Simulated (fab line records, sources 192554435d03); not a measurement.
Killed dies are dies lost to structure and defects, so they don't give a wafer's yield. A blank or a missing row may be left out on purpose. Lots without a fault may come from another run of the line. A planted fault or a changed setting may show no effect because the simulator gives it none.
fab line records | flow n5_finfet
record lots=9 wafers=27 last_day=17
route steps=1938 shown MOL_CONTACT_COAG@550 BEOL_M4@1111 PASSIVATION@1936
lots that met no fault: from a run of the same line without faults
start_h: hours from the record's first day to the start of the lot's first wafer shown | wait_h: hours since the lot's step before | " the same as in the row above | L1.1+2: a row that stands for several wafers | - no value, or no start given | * or withheld: withheld | < > ~ a bound
route shown NAME@n: a module of which the file shows steps, and the number in the route of the first | usual: mean/standard deviation of fault-free wafers | same: alike in all rows | chamber/n: place in a boat | sites: the reading at each site | _std_site: their standard deviation | _edge_site: outer sites' mean less inner sites' | radius_mm: how far each site lies from the wafer's centre | mask NAME#n: copy n | behind: the tool/chamber that last shaped the wafer | hold: why the lot was held/for how many hours/how that ended | device: the transistor (n, p or np) that didn't switch | end of line: the same wafers' tests at the end of the route | a step without rows: its recipe alone | killed: dies lost to structure and defects at the first sort, not the wafer's yield | map: a wafer's dies, x killed, . not, _ none there
set.NAME: the setting as run; set.NAME@STEP: as run at that earlier step | model.NAME: the simulator's own value behind a step, which no gauge read
steps of the route over a sample of lots; a table a step, a row a wafer
services: from which hour (start_h, from the record's first day; less than 0 if before it) a tool's chamber was out of use, for how many hours, and why
## steps
# step N5_MOL_CONTACT_COAG_PRE_CLEAN_142
# recipe gas=H2/He time_s=60 temp_c=300
# usual heater_power_w=439/23
# same time_s=60
# columns lot.wafer tool chamber start_h wait_h heater_power_w
L616.1 pvd_sputter-01 - 94.06 2.1 452
L616.5 " - " " 430
L616.6 " - " " 450
L618.4 pvd_sputter-03 - 109.44 1.0 438
L618.5 " - " " 435
L618.6 " - " " 482
L628.1 pvd_sputter-01 - 165.25 1.2 436
L628.3 " - " " 428
L628.4 " - " " 444
L629.3 pvd_sputter-03 - 174.13 1.3 419
L629.5 " - " " 433
L629.6 " - " " 418
L630.1 pvd_sputter-02 - 178.64 2.9 460
L630.2 " - " " 393
L630.3 " - " " 414
L632.1 pvd_sputter-02 - 200.86 3.6 427
L632.2 " - " " 456
L632.5 " - " " 379
L633.3 pvd_sputter-01 - 204.01 1.7 426
L633.4 " - " " 441
L633.6 " - " " 457
L638.1 pvd_sputter-01 - 229.17 1.4 416
L638.3 " - " " 443
L638.5 " - " " 448
L639.3 pvd_sputter-03 - 231.71 1.0 430
L639.4 " - " " 438
L639.6 " - " " 428
# step N5_MOL_CONTACT_COAG_CD_MEAS_84
# recipe target_cd_nm=25.1 landing_energy_ev=500 detector=se_inlens polarity=opening
# usual cd_nm=25.11/0.22
# columns lot.wafer tool chamber start_h wait_h cd_nm
L616.1 cd_sem-01 0 98.10 - 25.10
L616.5 " 0 " " 24.99
L616.6 " 0 " " 25.35
L618.4 cd_sem-03 0 114.01 - 24.86
L618.5 " 0 " " 25.14
L618.6 " 0 " " 24.84
L628.1 cd_sem-03 0 169.26 - 25.20
L628.3 " 0 " " 25.34
L628.4 " 0 " " 24.90
L629.3 cd_sem-01 0 178.15 - 25.37
L629.5 " 0 " " 25.20
L629.6 " 0 " " 24.97
L630.1 cd_sem-01 0 182.87 - 25.56
L630.2 " 0 " " 24.94
L630.3 " 0 " " 24.96
L632.1 cd_sem-01 0 205.14 - 25.25
L632.2 " 0 " " 25.63
L632.5 " 0 " " 25.26
L633.3 cd_sem-02 0 207.83 - 25.12
L633.4 " 0 " " 25.15
L633.6 " 0 " " 25.16
L638.1 cd_sem-02 0 233.44 - 25.23
L638.3 " 0 " " 24.99
L638.5 " 0 " " 24.72
L639.3 cd_sem-03 0 235.81 - 24.98
L639.4 " 0 " " 25.12
L639.6 " 0 " " 25.17
# step N5_MOL_CONTACT_COAG_ALD_131
# recipe material=SiO2 target_thk_a=50 temp_c=100 ald_precursor_family=BDEAS ald_co_reactant=O2-plasma pulse_time_s=1 co_reactant_pulse_time_s=1 purge_time_s=2 co_reactant_purge_time_s=2 ald_cycles=35 pressure_torr=2
# usual ald_cycles=35/0 chamber_pressure_Torr=2.000/0.0046 heater_power_w=78/8 precursor_pulse_height_rel=0.997/0.022
# columns lot.wafer tool chamber start_h wait_h ald_cycles chamber_pressure_Torr heater_power_w precursor_pulse_height_rel
L616.1 ald_sin-04 0 99.78 1.2 35 2.001 90 0.972
L616.5 " 3 " " 35 2.003 63 1.008
L616.6 " 2 " " 35 2.004 80 1.011
L618.4 ald_sin-03 3 114.29 0.1 35 2.000 77 1.023
L618.5 " 2 " " 35 2.002 73 0.975
L618.6 " 1 " " 35 1.999 69 0.995
L628.1 ald_sin-01 0 169.98 0.5 - - - -
L628.3 " 2 " " - - - -
L628.4 " 1 " " - - - -
L629.3 ald_sin-01 3 178.62 0.1 - - - -
L629.5 " 3 " " - - - -
L629.6 " 0 " " - - - -
L630.1 ald_sin-01 1 183.60 0.5 - - - -
L630.2 " 0 " " - - - -
L630.3 " 2 " " - - - -
L632.1 ald_sin-04 3 205.89 0.5 35 2.009 65 0.980
L632.2 " 1 " " 35 2.001 76 1.008
L632.5 " 1 " " 35 2.004 77 1.024
L633.3 ald_sin-04 0 208.08 0.1 35 2.002 91 0.961
L633.4 " 3 " " 35 1.993 64 0.975
L633.6 " 2 " " 35 2.002 79 1.000
L638.1 ald_sin-01 0 234.00 0.4 35 2.003 80 0.992
L638.3 " 2 " " 35 2.002 89 1.040
L638.5 " 0 " " 35 2.004 82 1.003
L639.3 ald_sin-04 2 236.06 0.1 35 2.001 77 1.017
L639.4 " 0 " " 35 2.007 95 0.953
L639.6 " 0 " " 35 2.006 92 0.991
# step N5_MOL_CONTACT_COAG_ETCHBACK_132
# recipe chemistry=CHF3 target=SiO2 target_depth_a=100 time_s=6.7 ion_energy_ev=200 pressure_mtorr=30 source_w=610 bias_w=170 Ar_flow_sccm=200 CHF3_flow_sccm=50
# usual drypump_motor_current_A=5.5/0.44 oes_product_au=0.82/0.092 rf_vpp_V=525/6.4 showerhead_plenum_p_Torr=2.40/0.069 throttle_valve_pct=18.83/0.24
# same time_s=6.7
# columns lot.wafer tool chamber start_h wait_h drypump_motor_current_A oes_product_au rf_hours_counter_h rf_vpp_V showerhead_plenum_p_Torr throttle_valve_pct
L616.1 rie_diel-01 1 99.96 0.1 6.1 0.80 85 519 2.31 18.93
L616.5 " 1 " " 6.1 0.80 - 520 2.31 18.91
L616.6 " 3 " " 6.2 0.86 - 531 2.51 19.02
L618.4 rie_diel-02 1 114.47 0.1 5.4 0.67 247 530 2.34 18.86
L618.5 " 1 " " 5.4 0.68 - 530 2.34 18.88
L618.6 " 2 " " 5.0 0.74 - 518 2.29 19.03
L628.1 rie_diel-04 3 170.16 0.1 5.4 0.81 86 517 2.41 18.79
L628.3 " 2 " " 5.7 0.92 16 521 2.42 18.89
L628.4 " 1 " " 4.8 0.69 228 525 2.35 18.97
L629.3 rie_diel-02 2 178.80 0.1 5.0 0.73 179 517 2.28 19.08
L629.5 " 1 " " 5.3 0.93 - 530 2.33 18.48
L629.6 " 2 " " 5.0 0.72 - 517 2.28 19.08
L630.1 rie_diel-04 1 183.78 0.1 4.8 0.69 233 525 2.35 18.97
L630.2 " 2 " " 5.6 0.91 20 522 2.42 18.88
L630.3 " 0 " " 5.5 0.91 36 533 2.42 18.84
L632.1 rie_diel-04 3 206.17 0.2 5.4 0.81 98 519 2.40 18.82
L632.2 " 2 " " 5.6 0.89 28 521 2.42 18.90
L632.5 " 2 " " 5.6 0.90 - 522 2.42 18.89
L633.3 rie_diel-04 0 208.37 0.2 5.5 0.89 44 532 2.42 18.87
L633.4 " 1 " " 4.7 0.67 241 524 2.35 18.99
L633.6 " 1 " " 4.7 0.68 - 525 2.35 19.00
L638.1 rie_diel-01 1 234.47 0.4 6.0 0.75 136 519 2.29 19.00
L638.3 " 0 " " 5.9 0.93 30 526 2.43 18.55
L638.5 " 2 " " 5.6 0.88 - 536 2.51 18.26
L639.3 rie_diel-02 2 236.24 0.1 5.0 0.71 198 517 2.27 19.11
L639.4 " 3 " " 4.9 0.73 179 533 2.37 18.82
L639.6 " 2 " " 5.0 0.71 - 515 2.27 19.10
# step N5_MOL_CONTACT_COAG_CD_MEAS_137
# recipe target_cd_nm=16
# usual cd_nm=16.0/0.3
# columns lot.wafer tool chamber start_h wait_h cd_nm
L616.1 cd_sem-03 - 100.45 0.0 16.1
L616.5 " - " " 16.0
L616.6 " - " " 16.1
L618.4 cd_sem-02 - 114.97 0.0 15.8
L618.5 " - " " 16.1
L618.6 " - " " 16.2
L628.1 cd_sem-02 - 170.65 0.0 -
L628.3 " - " " -
L628.4 " - " " -
L629.3 cd_sem-02 - 179.30 0.0 -
L629.5 " - " " -
L629.6 " - " " -
L630.1 cd_sem-01 - 184.27 0.0 -
L630.2 " - " " -
L630.3 " - " " -
L632.1 cd_sem-02 - 206.66 0.0 16.2
L632.2 " - " " 16.2
L632.5 " - " " 16.0
L633.3 cd_sem-03 - 208.87 0.0 16.3
L633.4 " - " " 16.0
L633.6 " - " " 15.8
L638.1 cd_sem-02 - 234.96 0.0 15.9
L638.3 " - " " 15.5
L638.5 " - " " 16.1
L639.3 cd_sem-02 - 236.74 0.0 16.0
L639.4 " - " " 16.4
L639.6 " - " " 15.5
# step N5_MOL_CONTACT_COAG_INSPECT_42
# recipe mode=adi inspect_instrument=brightfield
# usual raw_defect_count=214/66
# columns lot.wafer tool chamber start_h wait_h raw_defect_count
L616.1 defect_inspect-01 - 100.98 0.1 226
L616.5 " - " " 323
L616.6 " - " " 217
L618.4 defect_inspect-01 - 115.37 0.0 176
L618.5 " - " " 200
L618.6 " - " " 149
L628.1 defect_inspect-01 - 171.19 0.1 1947
L628.3 " - " " 1985
L628.4 " - " " 1923
L629.3 defect_inspect-01 - 179.83 0.0 1904
L629.5 " - " " 2052
L629.6 " - " " 2013
L630.1 defect_inspect-02 - 184.80 0.1 2094
L630.2 " - " " 1959
L630.3 " - " " 2060
L632.1 defect_inspect-02 - 207.07 0.1 285
L632.2 " - " " 263
L632.5 " - " " 351
L633.3 defect_inspect-01 - 209.40 0.0 141
L633.4 " - " " 213
L633.6 " - " " 123
L638.1 defect_inspect-02 - 235.50 0.1 372
L638.3 " - " " 318
L638.5 " - " " 412
L639.3 defect_inspect-01 - 237.27 0.0 176
L639.4 " - " " 134
L639.6 " - " " 149
# step N5_BEOL_M4_RC_MEAS_101
# usual DIBL_N=36.4/1.5 DIBL_P=36.4/1.6 IOFF_N=0.164/0.025 IOFF_P=0.214/0.028 ION_N=675/9.9 ION_P=463/6.5 SS_N=71.5/0.5 SS_P=73.3/0.56 VT_N=249.2/2.7 VT_P=-250.1/2.8
# columns lot.wafer tool chamber start_h wait_h DIBL_N[mV/V] DIBL_P[mV/V] IOFF_N[nA/um] IOFF_P[nA/um] ION_N[uA/um] ION_P[uA/um] SS_N[mV/dec] SS_P[mV/dec] VT_N[mV] VT_P[mV]
L616.1 prober-02 0 164.19 0.0 36.5 35.4 0.134 0.171 664 453 71.2 73.7 250.4 -256.0
L616.5 " 0 " " 37.0 36.7 0.155 0.186 688 458 70.7 73.7 248.1 -253.7
L616.6 " 0 " " 37.2 36.3 0.149 0.185 660 451 70.8 73.2 251.0 -256.5
L618.4 prober-02 0 180.43 0.5 35.8 37.5 0.165 0.224 677 471 71.8 73.8 249.6 -249.5
L618.5 " 0 " " 36.0 37.2 0.168 0.219 682 467 71.8 73.6 247.4 -249.8
L618.6 " 0 " " 35.8 36.9 0.166 0.208 687 467 70.9 73.2 248.3 -250.5
L632.1 prober-02 0 269.79 0.4 36.1 35.7 0.175 0.209 686 466 71.6 72.9 244.6 -251.3
L632.2 " 0 " " 34.7 34.1 0.146 0.191 675 464 71.5 72.1 250.2 -250.9
L632.5 " 0 " " 36.1 36.0 0.174 0.210 682 459 71.4 73.4 249.9 -251.5
L633.3 prober-01 0 272.41 0.3 37.9 38.7 0.222 0.244 696 468 72.3 73.6 246.7 -248.5
L633.4 " 0 " " 36.9 37.5 0.207 0.225 697 468 71.7 74.4 245.8 -249.9
L633.6 " 0 " " 38.5 39.4 0.247 0.256 703 469 71.3 74.2 242.5 -246.1
L639.3 prober-02 0 303.39 0.3 37.4 37.1 0.184 0.225 675 464 71.4 73.8 246.9 -250.5
L639.4 " 0 " " 36.6 36.1 0.164 0.212 674 457 71.6 73.7 251.0 -251.4
L639.6 " 0 " " 37.8 36.8 0.174 0.218 678 459 71.2 74.1 249.6 -249.9
L638.1 prober-02 0 304.01 0.7 35.5 35.8 0.140 0.200 660 457 71.3 72.4 250.5 -249.5
L638.3 " 0 " " 36.0 36.8 0.158 0.221 670 465 72.0 73.2 249.4 -250.0
L638.5 " 0 " " 36.3 36.5 0.155 0.216 665 464 71.7 72.3 251.5 -250.7
# step N5_PASSIVATION_PROBE_49
# usual defect_limited_yield=91.1/1.4 killed_at_M0_to_M3=35/8.7 killed_at_M4_up=14/5.3 killed_at_contacts=12/6.2 killed_at_front_end=41/12 killed_at_other=3.4/2.6 killed_dies=105/16 killed_on_rim=14/3.8 killed_open=67/13 killed_short=36/7.3 sort_bin_5_function=5.2/0.96 sort_bin_6_memory=3.3/0.6 sort_n_pass=1075/16 sort_yield_pct=91.1/1.4
# same gross_dies=1180 killed_at_back_side=0 sort_bin_4_leakage[%]=0 sort_bin_8_speed[%]=0
# columns lot.wafer tool chamber start_h wait_h defect_limited_yield[%] killed_at_M0_to_M3 killed_at_M4_up killed_at_contacts killed_at_front_end killed_at_other killed_dies killed_on_rim killed_open killed_short sort_bin_5_function[%] sort_bin_6_memory[%] sort_n_pass sort_yield_pct[%]
L616.1 prober-01 - 267.32 0.0 91.7 38 11 13 33 3 98 11 73 23 5.3 2.8 1082 91.7
L616.5 prober-01 - 267.52 0.2 91.4 30 17 16 36 2 101 10 63 36 4.8 3.7 1079 91.4
L616.6 prober-01 - 267.57 0.3 93.6 27 5 18 20 6 76 7 50 24 3.4 2.7 1104 93.6
L618.4 prober-01 - 284.08 0.2 91.7 24 17 11 45 1 98 11 62 35 4.4 3.5 1082 91.7
L618.5 prober-01 - 284.13 0.2 92.3 39 15 6 30 1 91 14 57 33 3.9 3.6 1089 92.3
L618.6 prober-01 - 284.18 0.3 93.5 29 15 4 25 4 77 9 45 31 4.0 2.5 1103 93.5
L629.3 prober-02 - 345.40 0.1 0 10 4 1158 7 1 1180 152 14 9 71.0 2.8 0 0
L629.5 prober-02 - 345.50 0.2 0 6 2 1165 7 0 1180 152 9 7 72.7 3.4 0 0
L629.6 prober-02 - 345.55 0.3 0 3 3 1169 4 1 1180 152 10 2 73.6 2.8 0 0
L630.1 prober-02 - 346.53 0.3 0 5 1 1163 10 1 1180 152 14 6 72.1 3.1 0 0
L630.2 prober-02 - 346.58 0.3 0 10 3 1161 4 2 1180 152 11 8 72.2 2.6 0 0
L630.3 prober-02 - 346.63 0.4 0 7 6 1157 8 2 1180 152 14 11 69.9 3.7 0 0
L628.1 prober-02 - 347.91 0.2 0 9 1 1160 9 1 1180 152 15 6 70.8 2.6 0 0
L628.3 prober-02 - 348.01 0.3 0 9 2 1158 10 1 1180 152 13 9 72.9 2.8 0 0
L628.4 prober-02 - 348.06 0.3 0 10 0 1160 9 1 1180 152 15 5 70.3 3.3 0 0
L632.1 prober-02 - 364.91 0.0 88.3 33 12 19 70 4 138 18 93 44 6.3 4.7 1042 88.3
L632.2 prober-02 - 364.96 0.1 87.9 46 11 36 45 5 143 16 96 47 6.9 4.6 1037 87.9
L632.5 prober-02 - 365.11 0.2 91.4 32 19 19 26 6 102 10 73 27 4.9 3.5 1078 91.4
L633.3 prober-01 - 372.34 0.1 91.6 33 22 16 27 1 99 14 60 36 4.9 3.2 1081 91.6
L633.4 prober-01 - 372.39 0.2 93.8 26 22 4 21 0 73 10 42 30 3.3 2.7 1107 93.8
L633.6 prober-01 - 372.49 0.3 94.2 25 18 3 20 2 68 9 48 18 3.2 2.3 1112 94.2
# killed by level:class
L616.1 BEOL_M2:geometric_particle:open=14 MOL_CONTACT_COAG:geometric_particle:open=11 DUMMY_GATE:geometric_particle:open=7 BEOL_M0_SAQP:geometric_particle:short=6 FIN_SAQP:geometric_particle:short=5 STI_FIN_REVEAL:geometric_particle:open=5 BEOL_M0_SAQP:geometric_particle:open=5 BEOL_M4:geometric_particle:open=5
L616.5 MOL_CONTACT_COAG:geometric_particle:open=11 BEOL_M2:geometric_particle:open=10 BEOL_M4:geometric_particle:open=8 SPACER0:geometric_particle:short=6 FIN_SAQP:geometric_particle:short=5 STI_FIN_REVEAL:geometric_particle:open=5 MOL_CONTACT_COAG:geometric_particle:short=5 FIN_SAQP:geometric_particle:open=4
L616.6 MOL_CONTACT_COAG:geometric_particle:open=18 BEOL_M0_SAQP:geometric_particle:short=6 BEOL_M2:geometric_particle:open=6 FIN_SAQP:geometric_particle:open=4 BEOL_M2:geometric_particle:short=4 MIM_BOT:geometric_particle:short=4 SPACER0:geometric_particle:short=3 BEOL_M0:geometric_particle:open=3
L618.4 STI_FIN_REVEAL:geometric_particle:open=14 BEOL_M0_SAQP:geometric_particle:short=9 FIN_SAQP:geometric_particle:open=8 MOL_CONTACT_COAG:geometric_particle:open=8 BEOL_M4:geometric_particle:open=7 GATE_CUT:geometric_particle:short=7 GATE_CUT:geometric_particle:open=5 BEOL_M0:geometric_particle:open=5
L618.5 BEOL_M0_SAQP:geometric_particle:open=17 BEOL_M0_SAQP:geometric_particle:short=11 DUMMY_GATE:geometric_particle:open=6 DUMMY_GATE:geometric_particle:short=6 MOL_CONTACT_COAG:geometric_particle:open=6 FIN_SAQP:geometric_particle:short=5 BEOL_M5:geometric_particle:open=5 FIN_SAQP:geometric_particle:open=3
L618.6 BEOL_M0_SAQP:geometric_particle:short=9 BEOL_M1:geometric_particle:open=8 STI_FIN_REVEAL:geometric_particle:open=6 BEOL_M5:geometric_particle:open=6 FIN_SAQP:geometric_particle:short=4 BEOL_M0_SAQP:geometric_particle:open=4 FIN_SAQP:geometric_particle:open=3 STI_FIN_REVEAL:geometric_particle:short=3
L629.3 MOL_CONTACT_COAG:lost_pattern=1151 BEOL_M1:geometric_particle:open=5 BEOL_M0_SAQP:geometric_particle:short=3 MOL_CONTACT_COAG:area_ald=3 FIN_SAQP:geometric_particle:open=2 GATE_CUT:geometric_particle:short=2 BEOL_M9:geometric_particle:open=2 MOL_CONTACT_COAG:area_etchback=2
L629.5 MOL_CONTACT_COAG:lost_pattern=1159 MOL_CONTACT_COAG:area_ald=3 GATE_CUT:geometric_particle:short=2 BEOL_M2:geometric_particle:open=2 MOL_CONTACT_COAG:area_etchback=2 FIN_SAQP:geometric_particle:short=1 FIN_SAQP:geometric_particle:open=1 SPACER0:geometric_particle:short=1
L629.6 MOL_CONTACT_COAG:lost_pattern=1164 MOL_CONTACT_COAG:area_ald=4 BEOL_M2:geometric_particle:open=2 BEOL_M4:geometric_particle:open=2 STI_FIN_REVEAL:geometric_particle:open=1 DUMMY_GATE:geometric_particle:open=1 MOL_CONTACT_COAG:geometric_particle:open=1 BEOL_M0:geometric_particle:open=1
L630.1 MOL_CONTACT_COAG:lost_pattern=1151 MOL_CONTACT_COAG:area_ald=7 FIN_SAQP:geometric_particle:open=3 MOL_CONTACT_COAG:geometric_particle:open=3 STI_FIN_REVEAL:geometric_particle:open=2 BEOL_M0_SAQP:geometric_particle:short=2 BEOL_M2:geometric_particle:open=2 MOL_CONTACT_COAG:area_etchback=2
L630.2 MOL_CONTACT_COAG:lost_pattern=1155 BEOL_M0_SAQP:geometric_particle:short=5 BEOL_M2:geometric_particle:open=4 MOL_CONTACT_COAG:area_ald=4 BEOL_M4:geometric_particle:open=2 MOL_CONTACT_COAG:area_etchback=2 FIN_SAQP:geometric_particle:short=1 STI_FIN_REVEAL:geometric_particle:open=1
L630.3 MOL_CONTACT_COAG:lost_pattern=1151 BEOL_M0_SAQP:geometric_particle:short=4 MOL_CONTACT_COAG:area_ald=3 STI_FIN_REVEAL:geometric_particle:open=2 GATE_CUT:geometric_particle:open=2 MOL_CONTACT_COAG:geometric_particle:open=2 BEOL_M1:geometric_particle:open=2 BEOL_M4:geometric_particle:short=2
L628.1 MOL_CONTACT_COAG:lost_pattern=1157 FIN_SAQP:geometric_particle:open=4 BEOL_M0_SAQP:geometric_particle:open=3 FIN_SAQP:geometric_particle:short=2 BEOL_M2:geometric_particle:open=2 BEOL_M3:geometric_particle:open=2 MOL_CONTACT_COAG:area_etchback=2 STI_FIN_REVEAL:geometric_particle:short=1
L628.3 MOL_CONTACT_COAG:lost_pattern=1155 FIN_SAQP:geometric_particle:open=6 BEOL_M0_SAQP:geometric_particle:short=4 BEOL_M3:geometric_particle:open=3 FIN_SAQP:geometric_particle:short=2 MOL_CONTACT_COAG:area_ald=2 STI_FIN_REVEAL:geometric_particle:open=1 BEOL_M5:geometric_particle:short=1
L628.4 MOL_CONTACT_COAG:lost_pattern=1155 BEOL_M0_SAQP:geometric_particle:open=4 FIN_SAQP:geometric_particle:short=3 BEOL_M3:geometric_particle:open=3 MOL_CONTACT_COAG:area_ald=3 FIN_SAQP:geometric_particle:open=2 MOL_CONTACT_COAG:area_etchback=2 DUMMY_GATE:geometric_particle:open=1
L632.1 FIN_SAQP:geometric_particle:open=33 MOL_CONTACT_COAG:geometric_particle:open=19 FIN_SAQP:geometric_particle:short=18 BEOL_M1:geometric_particle:open=12 BEOL_M0_SAQP:geometric_particle:short=5 GATE_CUT:geometric_particle:short=5 BEOL_M0_SAQP:geometric_particle:open=5 BEOL_M1:geometric_particle:short=4
L632.2 MOL_CONTACT_COAG:geometric_particle:open=28 FIN_SAQP:geometric_particle:open=22 FIN_SAQP:geometric_particle:short=13 BEOL_M1:geometric_particle:open=12 BEOL_M0_SAQP:geometric_particle:short=9 BEOL_M2:geometric_particle:open=8 MOL_CONTACT_COAG:geometric_particle:short=8 BEOL_M3:geometric_particle:open=7
L632.5 MOL_CONTACT_COAG:geometric_particle:open=17 FIN_SAQP:geometric_particle:short=11 BEOL_M0_SAQP:geometric_particle:open=8 BEOL_M1:geometric_particle:open=8 BEOL_M4:geometric_particle:open=7 FIN_SAQP:geometric_particle:open=5 BEOL_M0_SAQP:geometric_particle:short=5 BEOL_M2:geometric_particle:open=4
L633.3 BEOL_M2:geometric_particle:open=11 MOL_CONTACT_COAG:geometric_particle:open=10 FIN_SAQP:geometric_particle:short=6 GATE_CUT:geometric_particle:short=5 MOL_CONTACT_COAG:geometric_particle:short=5 BEOL_M0_SAQP:geometric_particle:short=5 BEOL_M6:geometric_particle:open=5 GATE_CUT:geometric_particle:open=4
L633.4 FIN_SAQP:geometric_particle:short=8 BEOL_M4:geometric_particle:short=7 BEOL_M0_SAQP:geometric_particle:short=5 BEOL_M0:geometric_particle:open=5 BEOL_M1:geometric_particle:open=5 BEOL_M4:geometric_particle:open=5 GATE_CUT:geometric_particle:short=4 MOL_CONTACT_COAG:geometric_particle:open=4
L633.6 BEOL_M0_SAQP:geometric_particle:open=6 BEOL_M2:geometric_particle:open=6 DUMMY_GATE:geometric_particle:open=4 GATE_CUT:geometric_particle:short=4 BEOL_M5:geometric_particle:open=4 FIN_SAQP:geometric_particle:open=3 BEOL_M0:geometric_particle:open=3 BEOL_M3:geometric_particle:open=3
## services
# columns tool chamber start_h hours kind
rie_diel-01 2 95.82 - clean
rie_diel-01 2 95.82 - consumable_replace:focus_ring
rie_diel-01 2 95.82 - consumable_replace:showerhead
rie_diel-01 2 95.82 15.9 scheduled_down
pvd_sputter-03 - 104.26 1.1 repair
rie_diel-01 1 105.60 1.4 repair
rie_diel-04 2 110.93 - clean
rie_diel-04 2 110.93 - consumable_replace:focus_ring
rie_diel-04 2 110.93 15.2 scheduled_down
rie_diel-04 2 110.93 15.2 vent_cycle
rie_diel-02 1 119.95 - clean
rie_diel-02 1 119.95 - consumable_replace:focus_ring
rie_diel-02 1 119.95 15.3 scheduled_down
rie_diel-02 1 119.95 15.3 vent_cycle
rie_diel-04 1 120.61 9.8 repair
ald_sin-03 3 172.68 20.5 repair
ald_sin-03 - 178.11 14.0 pm
rie_diel-02 0 180.49 4.4 repair
rie_diel-02 - 220.78 2.3 repair
ald_sin-04 - 223.62 0.7 repair
rie_diel-04 1 229.53 - clean
rie_diel-04 1 229.53 - consumable_replace:focus_ring
rie_diel-04 1 229.53 26.2 scheduled_down
rie_diel-04 1 229.53 26.2 vent_cycle
## key
first_sign step=N5_MOL_CONTACT_COAG_ALD_131 reading=tool_record direction=missing
effect step=N5_MOL_CONTACT_COAG_CD_MEAS_137 reading=cd_nm direction=missing
effect step=N5_MOL_CONTACT_COAG_INSPECT_42 reading=raw_defect_count direction=up sigmas=27 usual=214 struck=1993
effect step=N5_PASSIVATION_PROBE_49 reading=killed_at_contacts direction=up sigmas=99+ usual=12 struck=1161
met_at N5_MOL_CONTACT_COAG_ALD_131
struck_lots L628,L629,L630
later_rows_left_out L628.1,L628.3,L628.4,L629.3,L629.5,L629.6,L630.1,L630.2,L630.3
not_acting_at N5_MOL_CONTACT_COAG_PRE_CLEAN_142,N5_MOL_CONTACT_COAG_CD_MEAS_84,N5_MOL_CONTACT_COAG_ETCHBACK_132
fault kind=skipped_step_whole tool=ald_sin-01 chamber=- onset_h=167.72 steps=N5_MOL_CONTACT_COAG_ALD_131 scope=struck_lots_only
# later_rows_left_out: the simulator's readings of these wafers behind a module that went badly wrong aren't trusted and aren't shown, but for the sort
